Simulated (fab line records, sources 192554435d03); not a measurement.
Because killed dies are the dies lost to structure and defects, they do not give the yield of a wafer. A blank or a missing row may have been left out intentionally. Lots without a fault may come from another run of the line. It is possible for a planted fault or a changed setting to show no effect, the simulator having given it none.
Matching of chambers / flow n5_finfet / N5_BEOL_M7_CURE_75 on uv_cure-02 has 3 sister chambers
The step cures SiCOH lowk, time 120 s. 6 wafers are shown with their chamber, then 12 later ones without.

## WAFERS WITH THEIR CHAMBER
wafer=L083.4; chamber=2; wafer_temp_C_max=371.8; lamp_power_pct (%)=52.40
wafer=L083.5; chamber=2; wafer_temp_C_max=371.6; lamp_power_pct (%)=52.25
wafer=L084.2; chamber=1; wafer_temp_C_max=371.0; lamp_power_pct (%)=52.40
wafer=L084.5; chamber=1; wafer_temp_C_max=371.4; lamp_power_pct (%)=52.31
wafer=L086.2; chamber=0; wafer_temp_C_max=372.0; lamp_power_pct (%)=52.26
wafer=L086.5; chamber=0; wafer_temp_C_max=372.8; lamp_power_pct (%)=52.37

## WAFERS MISSING THEIR CHAMBER
wafer=L088.1; wafer_temp_C_max=371.9; lamp_power_pct (%)=52.34
wafer=L088.5; wafer_temp_C_max=372.6; lamp_power_pct (%)=52.24
wafer=L088.6; wafer_temp_C_max=372.8; lamp_power_pct (%)=52.35
wafer=L089.2; wafer_temp_C_max=371.6; lamp_power_pct (%)=52.34
wafer=L089.4; wafer_temp_C_max=371.5; lamp_power_pct (%)=52.31
wafer=L089.6; wafer_temp_C_max=371.6; lamp_power_pct (%)=52.34
wafer=L090.1; wafer_temp_C_max=371.1; lamp_power_pct (%)=52.28
wafer=L090.2; wafer_temp_C_max=371.4; lamp_power_pct (%)=52.33
wafer=L090.6; wafer_temp_C_max=370.9; lamp_power_pct (%)=52.27
wafer=L097.1; wafer_temp_C_max=371.9; lamp_power_pct (%)=52.35
wafer=L097.4; wafer_temp_C_max=371.7; lamp_power_pct (%)=52.26
wafer=L097.6; wafer_temp_C_max=372.0; lamp_power_pct (%)=52.22

## CHAMBER TAKEN BY EACH
wafer=L088.1; from the rows above=can't be placed: 2 or 0 or 1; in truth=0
wafer=L088.5; from the rows above=can't be placed: 0 or 2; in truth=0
wafer=L088.6; from the rows above=can't be placed: 0 or 2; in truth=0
wafer=L089.2; from the rows above=can't be placed: 2 or 1 or 0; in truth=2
wafer=L089.4; from the rows above=can't be placed: 2 or 1 or 0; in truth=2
wafer=L089.6; from the rows above=can't be placed: 2 or 1 or 0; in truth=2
wafer=L090.1; from the rows above=can't be placed: 1 or 2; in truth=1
wafer=L090.2; from the rows above=can't be placed: 1 or 2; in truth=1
wafer=L090.6; from the rows above=can't be placed: 1 or 2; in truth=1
wafer=L097.1; from the rows above=can't be placed: 2 or 0 or 1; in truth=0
wafer=L097.4; from the rows above=can't be placed: 2 or 1 or 0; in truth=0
wafer=L097.6; from the rows above=can't be placed: 2 or 0 or 1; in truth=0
Correct placement for 0 of the 12. Unplaceable from these rows: 12, with the true chamber sitting among the candidates in 12. Placed wrongly: 0.
How it was worked out, from the rows above alone: a wafer's distance from a chamber is the root of the sum, over the readings, of the square of ((its reading less the chamber's mean) divided by the reading's scatter). The wafer belongs to the nearest chamber; if the next one is less than 2 further off, it can't be placed. Each chamber's mean is taken over the wafers shown for it. How the scatter is found: for the shown wafers, subtract from each reading the mean of its chamber, square and add these, divide the total by (wafers less chambers), then take the root.
